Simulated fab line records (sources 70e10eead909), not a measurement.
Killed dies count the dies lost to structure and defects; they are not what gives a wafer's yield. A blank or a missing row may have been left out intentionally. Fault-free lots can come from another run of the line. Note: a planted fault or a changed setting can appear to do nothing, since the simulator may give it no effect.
Commonality check across tools -- flow nand-harc -- 3 lots, 9 wafers sampled

== WHY IT WAS OPENED ==
Flagged at NHARC_END_SORT_01: reading killed-at-array, on 2 of 3 lots. Fault-free wafers read 26, with a standard deviation of 9.7.
Rule: a lot is flagged in two cases, either no wafer of it has a number, or all its wafers with numbers fall more than 4 standard deviations from that mean. All remaining lots are regarded as sound.

lot,measured,on,"killed-at-array, wafer by wafer",flag
L418,day 22 00:55,prober-01,19 14 29,
L424,day 23 23:39,prober-02,549 490 487,FLAGGED
L429,day 25 03:33,prober-02,548 558 516,FLAGGED
The mean of the flagged lots' numbers is 525, +499 from the usual (+51 standard deviations).

== WHICH TOOL EACH LOT WENT THROUGH ==
The record holds 3 process steps before the reading, out of a route of 1159 steps. Every cell lists first the tool, next ch and the chambers used by the sampled wafers, and last the start.
lot,flag,NHARC_A_SGD_CUT_DEP_00,NHARC_A_SGD_CUT_DESCUM_14,NHARC_A_SGD_CUT_ETCH_59
L418,,"pecvd-01 ch 0,2, day 16 23:13","rie-diel-10 ch 1,2, day 17 00:07","rie-diel-10 ch 0,2,3, day 17 00:21"
L424,FLAGGED,"pecvd-03 ch 0,1, day 18 03:22","rie-diel-06 ch 1,2, day 18 04:06","rie-diel-06 ch 0,1,3, day 18 04:16"
L429,FLAGGED,"pecvd-01 ch 0,1, day 19 17:05","rie-diel-06 ch 0,1,3, day 19 17:59","rie-diel-06 ch 1,2, day 19 18:11"
What the steps here do:
- NHARC_A_SGD_CUT_DEP_00: deposits SiNx, target thk 50 nm.
- NHARC_A_SGD_CUT_DESCUM_14: chemistry O2, time 3 s.
- NHARC_A_SGD_CUT_ETCH_59: etches the open film in N2/H2, target depth 260 nm, time 406.25 s.
- NHARC_END_SORT_01

== FLAGGED OVER TOTAL, TOOL BY TOOL (the gauges that took the reading come last) ==
step,tool,lots run,flagged,share of the flagged lots,sound lots run after its first flagged lot
NHARC_A_SGD_CUT_DEP_00,pecvd-01,2,1,some,0
NHARC_A_SGD_CUT_DEP_00,pecvd-03,1,1,some,0
NHARC_A_SGD_CUT_DESCUM_14,rie-diel-06,2,2,all,0
NHARC_A_SGD_CUT_DESCUM_14,rie-diel-10,1,0,none,-
NHARC_A_SGD_CUT_ETCH_59,rie-diel-06,2,2,all,0
NHARC_A_SGD_CUT_ETCH_59,rie-diel-10,1,0,none,-
NHARC_END_SORT_01,prober-01,1,0,none,-
NHARC_END_SORT_01,prober-02,2,2,all,0

== WHAT THE TABLE PERMITS ==
All flagged lots were run by 3 table rows, namely rie-diel-06 at NHARC_A_SGD_CUT_DESCUM_14, rie-diel-06 at NHARC_A_SGD_CUT_ETCH_59, prober-02 at NHARC_END_SORT_01.
- rie-diel-06 at NHARC_A_SGD_CUT_DESCUM_14: 2 of its 2 lots flagged. With no sound lot run before its first flagged lot in this sample, there is nothing to narrow down the start.
- rie-diel-06 at NHARC_A_SGD_CUT_ETCH_59: 2 of its 2 lots flagged. With no sound lot run before its first flagged lot in this sample, there is nothing to narrow down the start. Its own readings (oes-product-au) fall more than 4 standard deviations out on all wafers of the flagged lots.
- prober-02 at NHARC_END_SORT_01: 2 of its 2 lots flagged. With no sound lot run before its first flagged lot in this sample, there is nothing to narrow down the start.
Because each of these 2 tools fits a fault that began at some hour, counting lots does not separate them. More lots, or a look at what each step does to the wafer, might.

== WHAT WAS PUT IN BY THE SIMULATOR ==
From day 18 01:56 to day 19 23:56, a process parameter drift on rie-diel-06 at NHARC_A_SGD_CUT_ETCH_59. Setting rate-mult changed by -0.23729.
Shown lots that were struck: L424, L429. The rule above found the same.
